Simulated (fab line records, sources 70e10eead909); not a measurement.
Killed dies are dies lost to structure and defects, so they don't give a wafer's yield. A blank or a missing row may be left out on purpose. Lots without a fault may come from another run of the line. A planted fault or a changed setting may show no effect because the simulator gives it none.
Chamber matching | flow nand_harc | NHARC_P_M1_STRIP_18 on rie_diel-12: 4 sister chambers
The step strips in N2/H2. 16 wafers are shown with their chamber, then 8 later ones without.

WAFERS WITH THEIR CHAMBER
wafer  | chamber | drypump_motor_current_A (A) | throttle_valve_pct (%) | rf_vpp_V (V)
L074.1 | 2       | 5.9                         | 14.178                 | 90.0
L074.3 | 1       | 5.6                         | 14.189                 | 90.9
L074.5 | 3       | 5.9                         | 14.185                 | 90.1
L079.1 | 1       | 5.6                         | 14.166                 | 90.8
L079.4 | 3       | 5.9                         | 14.164                 | 90.0
L079.6 | 0       | 6.2                         | 14.155                 | 91.5
L082.3 | 1       | 5.6                         | 14.164                 | 89.6
L082.4 | 3       | 5.9                         | 14.170                 | 90.9
L082.6 | 0       | 6.2                         | 14.172                 | 90.9
L086.2 | 0       | 6.2                         | 14.169                 | 91.0
L086.4 | 1       | 5.6                         | 14.181                 | 90.1
L086.5 | 0       | 6.2                         | 14.171                 | 90.2
L089.1 | 3       | 5.9                         | 14.182                 | 89.8
L089.4 | 0       | 6.1                         | 14.164                 | 91.2
L089.5 | 2       | 5.9                         | 14.186                 | 92.9
L090.1 | 1       | 5.6                         | 14.179                 | 90.3

SIGNATURES (means of the wafers above)
reading                 | chamber 0 | chamber 1 | chamber 2 | chamber 3 | scatter within a chamber
drypump_motor_current_A | 6.180     | 5.600     | 5.900     | 5.900     | 0.0258
throttle_valve_pct      | 14.16620  | 14.17580  | 14.18200  | 14.17525  | 0.00898
rf_vpp_V                | 90.960    | 90.340    | 91.450    | 90.200    | 0.762
Rule: a wafer's distance from a chamber is the root of the sum, over the readings, of the square of ((its reading less the chamber's mean) divided by the reading's scatter). The wafer belongs to the nearest chamber; if the next one is less than 2 further off, it can't be placed. The scatter: the root of (the sum of the squares of (reading less its chamber's mean) over the shown wafers, divided by (wafers less chambers)).

WAFERS WITHOUT THEIR CHAMBER
wafer  | drypump_motor_current_A (A) | throttle_valve_pct (%) | rf_vpp_V (V)
L090.2 | 5.9                         | 14.171                 | 90.8
L090.4 | 5.9                         | 14.171                 | 91.6
L092.1 | 5.6                         | 14.162                 | 92.2
L092.2 | 5.9                         | 14.189                 | 92.4
L092.4 | 5.9                         | 14.166                 | 91.0
L095.2 | 6.2                         | 14.159                 | 90.9
L095.4 | 5.6                         | 14.159                 | 89.2
L095.5 | 5.9                         | 14.175                 | 92.1

WHICH CHAMBER EACH WENT THROUGH
wafer  | from the rows above     | in truth
L090.2 | can't be placed: 3 or 2 | 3
L090.4 | can't be placed: 2 or 3 | 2
L092.1 | 1                       | 1
L092.2 | can't be placed: 2 or 3 | 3
L092.4 | can't be placed: 3 or 2 | 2
L095.2 | 0                       | 0
L095.4 | 1                       | 1
L095.5 | can't be placed: 2 or 3 | 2
Placed correctly: 3 of 8. Can't be placed from these rows: 5 (the true chamber is among the candidates in 5). Placed wrongly: 0.
